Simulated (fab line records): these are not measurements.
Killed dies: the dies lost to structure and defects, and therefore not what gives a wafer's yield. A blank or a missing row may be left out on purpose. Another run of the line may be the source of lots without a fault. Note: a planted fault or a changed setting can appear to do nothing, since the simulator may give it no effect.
fab line records | flow n5Finfet | part 2 of 2: steps 8 to 8 of 8
record: lots: 12 wafers: 36 lastDay: 18
route steps=1938 shown BEOL_M11@1553 BEOL_M15@1830
lots with no fault: from the same line, run without faults
startH: hours from the record's first day to the start of the lot's first wafer shown | waitH: how many hours have passed since the lot's step before this one | " as in the row above | L1.1+2: a single row standing in for several wafers | - value missing, or start not given | * or withheld: withheld | < > ~ a bound
route shown NAME@n: names a module that has steps shown in the file, with the first one's number in the route | usual: the fault-free wafers' mean and standard deviation | same: alike in all rows | chamber/n: place in a boat | sites: readings site by site | _std_site: standard deviation of those values | _edge_site: the outer-site mean with the inner-site mean subtracted | radiusMm: for every site, how far away it sits from the centre of the wafer | mask NAME#n: copy n | behind: the tool/chamber that last shaped the wafer | hold: reason for holding the lot/hours on hold/outcome of the hold | device: transistor that didn't switch, given as n, p or np | end of line: tests of these same wafers at the route's end | a step given without rows: its recipe and nothing more | killed: count of dies lost to structure and defects at first sort (not the wafer's yield) | map: a wafer's dies, marking killed ones x, the rest . and places with no die _
set.NAME: the setting as run; set.NAME@STEP: as run at that earlier step | model.NAME: the simulator's own value behind a step, which no gauge read
the route's steps for a sample of lots (tables are steps, rows are wafers)
services: a tool's chamber out of use, with start hour (startH, from the record's first day; less than 0 if before it), hours out, and reason
== steps ==
step: N5_BEOL_M15_RC_MEAS_101
usual: COMB_M10: 1.46e-11/2.8e-12 COMB_M12: 6.6e-12/1.4e-12 COMB_M13: 5.1e-12/1.1e-12 COMB_M14: 3.8e-12/7.8e-13 COMB_M15: 2.8e-12/5.2e-13 COMB_M5: 3.6e-11/6.8e-12 COMB_M6: 2.5e-11/5.8e-12 COMB_M7: 2.6e-11/5.5e-12 COMB_M8: 2.6e-11/4.5e-12 COMB_M9: 1.46e-11/2.9e-12 SERP_M10: 3.04/0.091 SERP_M11: 3.09/0.094 SERP_M11_max_site: 3.19/0.096 SERP_M12: 0.636/0.017 SERP_M13: 0.311/0.0067 SERP_M13_max_site: 0.314/0.0065 SERP_M14: 0.158/0.0049 SERP_M5: 38.7/1.7 SERP_M6: 13.8/0.5 SERP_M7: 13.8/0.57 SERP_M8: 13.6/0.5 SERP_M9: 3.10/0.1
columns lot.wafer tool chamber startH waitH COMB_M10[S/m] COMB_M12[S/m] COMB_M13[S/m] COMB_M14[S/m] COMB_M15[S/m] COMB_M5[S/m] COMB_M6[S/m] COMB_M7[S/m] COMB_M8[S/m] COMB_M9[S/m] SERP_M10[ohm/um] SERP_M11[ohm/um] SERP_M11_max_site[ohm/um] SERP_M12[ohm/um] SERP_M13[ohm/um] SERP_M13_max_site[ohm/um] SERP_M14[ohm/um] SERP_M5[ohm/um] SERP_M6[ohm/um] SERP_M7[ohm/um] SERP_M8[ohm/um] SERP_M9[ohm/um]
L460.1 prober-01 0 249.84 0.0 1.72e-11 6.9e-12 4.4e-12 4.1e-12 2.5e-12 3.3e-11 1.6e-11 1.4e-11 2.6e-11 1.8e-11 3.09 3.01 3.09 0.628 0.296 0.300 0.157 38.5 12.9 14.4 13.2 3.26
L460.4 " 0 " " 1.46e-11 6.3e-12 6e-12 4.9e-12 2.6e-12 3e-11 1.8e-11 2.8e-11 2e-11 1.79e-11 3.13 2.89 3.00 0.631 0.314 0.315 0.158 38.4 13.0 14.1 13.6 3.16
L460.6 " 0 " " 1.27e-11 8.4e-12 4.3e-12 4.7e-12 3.5e-12 2.4e-11 2.4e-11 2.4e-11 2.3e-11 1.22e-11 3.14 3.04 3.13 0.599 0.298 0.303 0.156 38.9 14.0 15.4 14.2 3.30
L458.2 prober-01 0 255.03 0.2 1.3e-11 6.5e-12 6.7e-12 4.1e-12 2.3e-12 4.2e-11 3.5e-11 2.4e-11 2.8e-11 1.16e-11 3.10 3.12 3.21 0.624 0.322 0.324 0.161 38.3 13.8 13.3 12.9 3.09
L458.3 " 0 " " 1.04e-11 5.5e-12 6.3e-12 4.9e-12 2.2e-12 4.1e-11 2.4e-11 2.5e-11 2.9e-11 1.45e-11 3.06 3.00 3.21 0.625 0.306 0.310 0.163 38.7 12.8 13.4 13.4 3.14
L458.6 " 0 " " 1.25e-11 7e-12 5.3e-12 4.8e-12 3.3e-12 2.8e-11 2.7e-11 2.5e-11 3.5e-11 1.58e-11 3.28 3.03 3.11 0.609 0.311 0.314 0.161 39.8 13.5 13.5 13.0 3.12
L461.2 prober-02 0 266.78 0.2 1.34e-11 4.6e-12 3.6e-12 4.7e-12 3.1e-12 3.6e-11 2.3e-11 1.9e-11 3.1e-11 1.95e-11 3.01 2.99 3.04 0.630 0.309 0.310 0.160 38.8 14.4 14.7 14.1 3.20
L461.5 " 0 " " 1.23e-11 6.3e-12 5.3e-12 4.1e-12 3.6e-12 3.5e-11 2.1e-11 2.6e-11 2.6e-11 1.58e-11 2.96 2.99 3.10 0.654 0.315 0.316 0.158 38.8 13.7 13.8 13.4 3.05
L461.6 " 0 " " 1.44e-11 5.7e-12 4.6e-12 4.6e-12 3.2e-12 3.6e-11 1.9e-11 2.3e-11 2.8e-11 1.51e-11 2.98 3.10 3.18 0.630 0.315 0.319 0.149 38.9 14.3 14.6 12.6 3.16
L459.2 prober-02 0 267.71 0.2 1.58e-11 7.5e-12 5.1e-12 6.6e-12 2.4e-12 3e-11 2.3e-11 2.5e-11 3.1e-11 1.37e-11 3.04 3.14 3.21 0.641 0.316 0.322 0.158 41.1 13.0 13.5 13.5 3.06
L459.5 " 0 " " 1.4e-11 7.1e-12 4.3e-12 3.7e-12 3.1e-12 4.1e-11 2.8e-11 3.3e-11 2.8e-11 2.35e-11 3.09 3.05 3.09 0.668 0.317 0.321 0.160 38.2 14.1 13.4 13.5 3.11
L459.6 " 0 " " 2e-11 7.7e-12 5e-12 3.7e-12 4e-12 4.4e-11 1.9e-11 2.4e-11 2.7e-11 1.5e-11 3.00 3.25 3.37 0.629 0.312 0.315 0.168 39.6 13.7 13.8 13.7 3.09
L467.1 prober-02 0 319.96 0.0 1.08e-11 6.6e-12 4.8e-12 3.7e-12 1.9e-12 3e-11 2.2e-11 1.6e-11 3.7e-11 1.58e-11 2.99 5.42 5.50 0.662 0.312 0.315 0.158 35.6 12.9 13.5 13.7 3.00
L467.5 " 0 " " 1.13e-11 8.5e-12 2.8e-12 4.4e-12 3e-12 3.2e-11 2.6e-11 3.2e-11 2.4e-11 1.56e-11 3.04 3.19 3.22 0.644 0.312 0.315 0.154 37.0 13.4 14.1 13.9 3.03
L467.6 " 0 " " 1.35e-11 6.2e-12 3.6e-12 3.6e-12 3.3e-12 3.3e-11 2.7e-11 2.2e-11 2.8e-11 1.6e-11 3.09 3.11 3.20 0.628 0.320 0.322 0.159 36.4 13.4 13.8 13.9 3.21
L469.1 prober-02 0 327.07 0.0 1.48e-11 4.9e-12 6.2e-12 4e-12 2.4e-12 3.1e-11 2.6e-11 2.9e-11 2.4e-11 1.84e-11 2.99 5.52 5.81 0.628 0.315 0.317 0.160 38.9 13.9 14.6 14.5 2.95
L469.4 " 0 " " 1.49e-11 6.5e-12 5.8e-12 6.1e-12 3e-12 3.7e-11 2.1e-11 2.5e-11 1.5e-11 1.63e-11 3.11 3.15 3.27 0.610 0.318 0.319 0.149 38.5 13.8 14.3 14.4 3.11
L469.5 " 0 " " 1.12e-11 8.9e-12 7.8e-12 4.5e-12 3.9e-12 3e-11 3.3e-11 3.8e-11 2.3e-11 1.46e-11 3.01 3.11 3.21 0.618 0.316 0.317 0.163 40.2 13.9 13.9 13.7 2.94
L473.1 prober-02 0 351.08 0.0 1.47e-11 7.2e-12 3.5e-12 5.4e-12 2.7e-12 4.2e-11 1.9e-11 2.1e-11 2.8e-11 2.17e-11 2.97 2.94 3.03 0.618 0.324 0.325 0.152 36.4 14.3 14.7 14.0 3.13
L473.2 " 0 " " 1.38e-11 6.6e-12 4.7e-12 3.3e-12 3.6e-12 4.1e-11 2.2e-11 2.6e-11 2.3e-11 1.51e-11 2.96 3.17 3.24 0.632 0.309 0.312 0.153 40.7 13.8 14.1 13.5 2.98
L473.4 " 0 " " 1.34e-11 5.3e-12 6.7e-12 5.6e-12 3.2e-12 4.1e-11 2.5e-11 2.5e-11 2.6e-11 2.41e-11 2.93 3.13 3.19 0.617 0.320 0.323 0.154 40.5 14.9 13.7 13.6 3.17
L474.3 prober-02 0 362.38 0.3 2.05e-11 5e-12 4.3e-12 2.6e-12 2.1e-12 4.2e-11 1.8e-11 2.2e-11 2.9e-11 1.05e-11 2.97 2.93 3.07 0.631 0.319 0.322 0.161 37.0 13.8 12.9 13.2 3.10
L474.4 " 0 " " 1.59e-11 6.6e-12 4.5e-12 3.8e-12 2.3e-12 3.4e-11 1.9e-11 2.6e-11 2e-11 1.18e-11 3.12 3.09 3.11 0.643 0.308 0.310 0.150 37.0 13.5 14.2 13.2 3.11
L474.6 " 0 " " 1.82e-11 7.6e-12 3.5e-12 3.3e-12 2.1e-12 3.4e-11 2.5e-11 2.4e-11 2.8e-11 1.56e-11 3.08 2.94 3.09 0.635 0.320 0.323 0.148 39.1 13.3 13.6 14.3 2.89
L480.2 prober-02 0 384.40 0.2 1.51e-11 6.1e-12 3.2e-12 3.3e-12 3.6e-12 3.9e-11 2.8e-11 2.5e-11 2.6e-11 1.29e-11 3.03 2.88 3.01 0.623 0.307 0.309 0.168 36.0 13.1 14.0 13.6 3.17
L480.3 " 0 " " 1.33e-11 4.7e-12 4.5e-12 3.6e-12 3.2e-12 4.9e-11 2.2e-11 2.1e-11 2.8e-11 1.54e-11 2.87 3.02 3.17 0.629 0.311 0.313 0.157 37.2 13.7 13.8 14.5 3.12
L480.4 " 0 " " 1.51e-11 6.4e-12 4.2e-12 3.5e-12 2.2e-12 4.5e-11 3.2e-11 2.2e-11 3.6e-11 1.2e-11 2.92 3.17 3.22 0.635 0.324 0.330 0.153 38.6 14.3 13.5 13.3 3.24
L478.1 prober-01 0 389.13 0.0 1.23e-11 8.6e-12 4e-12 3.3e-12 2.3e-12 3.2e-11 2.5e-11 2.6e-11 2.2e-11 1.02e-11 3.10 3.22 3.30 0.617 0.318 0.320 0.151 38.3 13.0 13.1 14.5 3.05
L478.4 " 0 " " 1.66e-11 6.6e-12 4.7e-12 3.7e-12 3.1e-12 4.2e-11 2.6e-11 3.6e-11 1.8e-11 1.07e-11 3.22 3.03 3.19 0.667 0.319 0.322 0.161 40.0 13.4 13.9 13.9 3.18
L478.6 " 0 " " 1.18e-11 5.8e-12 6.1e-12 3.9e-12 2.2e-12 3.4e-11 3.4e-11 2.6e-11 2.2e-11 1.35e-11 3.00 3.07 3.18 0.643 0.313 0.317 0.148 38.0 13.0 13.2 13.3 2.92
L479.1 prober-02 0 389.68 0.0 9.4e-12 5.8e-12 6.3e-12 4e-12 2.3e-12 3.1e-11 3.1e-11 2.2e-11 2.4e-11 1.09e-11 3.09 2.95 3.04 0.620 0.303 0.305 0.161 39.5 13.7 13.8 14.4 3.13
L479.3 " 0 " " 1.09e-11 4.9e-12 5.6e-12 3.4e-12 2.8e-12 3.8e-11 2.2e-11 1.9e-11 2e-11 9.6e-12 3.04 2.90 3.02 0.611 0.321 0.322 0.155 36.9 13.4 14.9 13.5 2.99
L479.4 " 0 " " 9.7e-12 6e-12 5.5e-12 3.2e-12 2e-12 2.8e-11 2.5e-11 1.8e-11 2.4e-11 1.08e-11 3.08 3.04 3.16 0.614 0.316 0.319 0.153 40.9 14.4 14.2 14.1 3.11
L481.1 prober-01 0 406.16 0.0 1.81e-11 6.1e-12 3.6e-12 4.2e-12 2e-12 2.3e-11 1.3e-11 2.1e-11 3.1e-11 8.8e-12 2.97 3.13 3.29 0.638 0.316 0.318 0.158 39.5 14.4 13.9 12.8 3.08
L481.2 " 0 " " 1.79e-11 7.9e-12 4.9e-12 3.5e-12 2.1e-12 3e-11 2e-11 2.7e-11 2.7e-11 1.02e-11 2.82 3.08 3.10 0.631 0.316 0.318 0.159 38.0 13.9 13.4 13.5 3.16
L481.6 " 0 " " 1.65e-11 6e-12 5e-12 3.8e-12 2.8e-12 3.1e-11 2.6e-11 2.2e-11 3.1e-11 1.44e-11 2.93 3.22 3.33 0.627 0.312 0.316 0.150 39.1 14.5 13.8 12.9 3.30
sites SERP_M11 radiusMm=0,75,75,75,75,140,140,140,140
L460.1 2.96 3.00 3.01 2.98 3.03 3.07 3.03 3.01 3.09
L458.2 3.21 3.12 3.14 3.15 3.20 3.00 2.95 3.02 2.99
L461.2 2.96 3.02 2.96 2.99 3.02 3.01 2.99 2.99 3.04
L459.2 3.12 3.11 3.14 3.21 3.10 3.16 3.15 3.19 3.12
L467.1 5.50 5.45 5.42 5.48 5.44 5.41 5.33 5.29 5.36
L469.1 5.81 5.52 5.57 5.63 5.59 5.00 4.96 5.15 5.05
L473.1 2.94 2.90 2.88 2.91 2.90 3.03 2.98 2.97 2.95
L474.3 2.84 2.90 2.91 2.88 2.93 3.02 3.02 2.96 3.07
L480.2 2.83 2.85 2.87 2.88 2.82 2.99 3.01 2.99 2.99
L478.1 3.13 3.18 3.17 3.20 3.24 3.22 3.30 3.24 3.26
L479.1 3.04 2.96 2.95 3.03 2.96 2.92 2.82 2.90 2.87
L481.1 3.13 3.15 3.10 3.21 3.09 3.24 3.11 3.29 3.13
== services ==
columns tool chamber startH hours kind
rieDiel-04 1 220.95 - clean
rieDiel-04 1 220.95 - consumableReplace:focusRing
rieDiel-04 1 220.95 21.6 scheduledDown
rieDiel-04 1 220.95 21.6 ventCycle
rieDiel-04 2 265.06 - clean
rieDiel-04 2 265.06 - consumableReplace:focusRing
rieDiel-04 2 265.06 27.9 scheduledDown
rieDiel-04 2 265.06 27.9 ventCycle
pvdSputter-01 - 310.44 9.1 repair
rieDiel-02 0 324.30 6.3 repair
rieDiel-05 0 324.47 - clean
rieDiel-05 0 324.47 - consumableReplace:focusRing
rieDiel-05 0 324.47 21.5 scheduledDown
rieDiel-05 0 324.47 21.5 ventCycle
pvdSputter-03 - 336.33 4.2 repair
== key ==
firstSign: step: N5_BEOL_M11_OCD_MEAS_38 reading: trenchDepthNm direction: down sigmas: 19 usual: 147.7 struck: 93.7
effect: step: N5_BEOL_M11_THK_MEAS_53 reading: M11_THK direction: down sigmas: 16 usual: 140 struck: 84
effect: step: N5_BEOL_M11_RS_MEAS_57 reading: M11_RS direction: up sigmas: 30 usual: 0.153 struck: 0.269
effect: step: N5_BEOL_M15_RC_MEAS_101 reading: SERP_M11 direction: up sigmas: 25 usual: 3.09 struck: 5.47
metAt N5_BEOL_M11_TRENCH_ETCH_37
struckLots L467,L469
struckWafers L467.1,L469.1
sortLeftOut L467.1,L469.1
notActingAt N5_BEOL_M11_ETCH_61,N5_BEOL_M11_ETCH_41,N5_BEOL_M11_PRE_CLEAN_45
onsetBetween 235.76 290.37
fault: kind: processParameterDrift tool: rieDiel-05 chamber: - onsetH: 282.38 steps: N5_BEOL_M11_TRENCH_ETCH_37 channel: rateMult offset: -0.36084 shape: step endH: 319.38 scope: struckWafersOnly
sortLeftOut: the simulated sort isn't trusted on such a fault, so these wafers' sort isn't shown, and their yield isn't known
